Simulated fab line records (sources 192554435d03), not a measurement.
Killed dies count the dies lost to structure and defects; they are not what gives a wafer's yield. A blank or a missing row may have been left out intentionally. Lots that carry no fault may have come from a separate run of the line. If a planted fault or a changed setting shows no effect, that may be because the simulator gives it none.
Which of the tools did it? -- flow n5-finfet -- 10 lots with 29 wafers sampled at 2 steps, on a route of 1938 steps

WHAT EACH GAUGE READ, for each wafer
N5_PASSIVATION_OVL_MEAS_60. Usual: for TV_OVL the level is 3 nm and the standard deviation is 4.9.
lot,measured,on,TV_OVL (nm),flag
L703,day 12 03:23,overlay-01,7 10 7,
L704,day 12 07:11,overlay-01,1 4 0,
L705,day 12 08:14,overlay-01,1 3 -1,
L706,day 12 14:09,overlay-02,10 6 1,
L707,day 12 14:19,overlay-01,10 8 15,
L717,day 15 07:26,overlay-02,-3 3,
L718,day 15 16:44,overlay-01,2 -6 -8,
L722,day 16 21:23,overlay-02,1 -11 2,
L725,day 17 21:41,overlay-02,6 1 3,
L726,day 18 22:02,overlay-02,10 4 6,

EACH LOT AND THE TOOL THAT RAN IT (in order: tool; ch and the chambers of the sampled wafers; start)
lot,N5_BEOL_M15_DEGAS_41
L703,"pvd-sputter-03, day 11 18:49"
L704,"pvd-sputter-03, day 11 22:32"
L705,"pvd-sputter-01, day 12 00:16"
L706,"pvd-sputter-02, day 12 04:52"
L707,"pvd-sputter-03, day 12 06:02"
L717,"pvd-sputter-01, day 14 22:01"
L718,"pvd-sputter-01, day 15 08:43"
L722,"pvd-sputter-03, day 16 12:55"
L725,"pvd-sputter-03, day 17 12:19"
L726,"pvd-sputter-03, day 17 15:24"
- N5_BEOL_M15_DEGAS_41: time 60 s.

WHAT THE TOOLS THEMSELVES READ (means of the sampled wafers that have a number; where no wafer has one, the mark that the record gives instead)
N5_BEOL_M15_DEGAS_41. Usual: heater-power-w 481 W, standard deviation 51; susceptor-temp-C 300.00 C, standard deviation 0.19.
lot,tool,heater-power-w (W),susceptor-temp-C (C),flag
L703,pvd-sputter-03,528,299.92,
L704,pvd-sputter-03,466,299.93,
L705,pvd-sputter-01,469,300.11,
L706,pvd-sputter-02,455,300.04,
L707,pvd-sputter-03,542,299.80,
L717,pvd-sputter-01,407,300.00,
L718,pvd-sputter-01,448,300.06,
L722,pvd-sputter-03,491,299.86,
L725,pvd-sputter-03,496,300.00,
L726,pvd-sputter-03,521,300.07,

THE ANSWER, worked out from the rows above alone
Rule: lot off if the mean of its wafers having a number is beyond 3 standard deviations from the usual mean. A lot without any number at a reading at which 4 lots or more have one is off too. The other lots that the step has rows for count as sound. First the gauges in route order, then the tools' own readings, where a lot's mean is used as printed above. The first step at which some lot is off is used, and at that step the reading that is off furthest; a lot without a number counts as furthest.
Nothing can be told from this: no lot is off at any reading shown.

WHAT THE SIMULATOR PUT IN
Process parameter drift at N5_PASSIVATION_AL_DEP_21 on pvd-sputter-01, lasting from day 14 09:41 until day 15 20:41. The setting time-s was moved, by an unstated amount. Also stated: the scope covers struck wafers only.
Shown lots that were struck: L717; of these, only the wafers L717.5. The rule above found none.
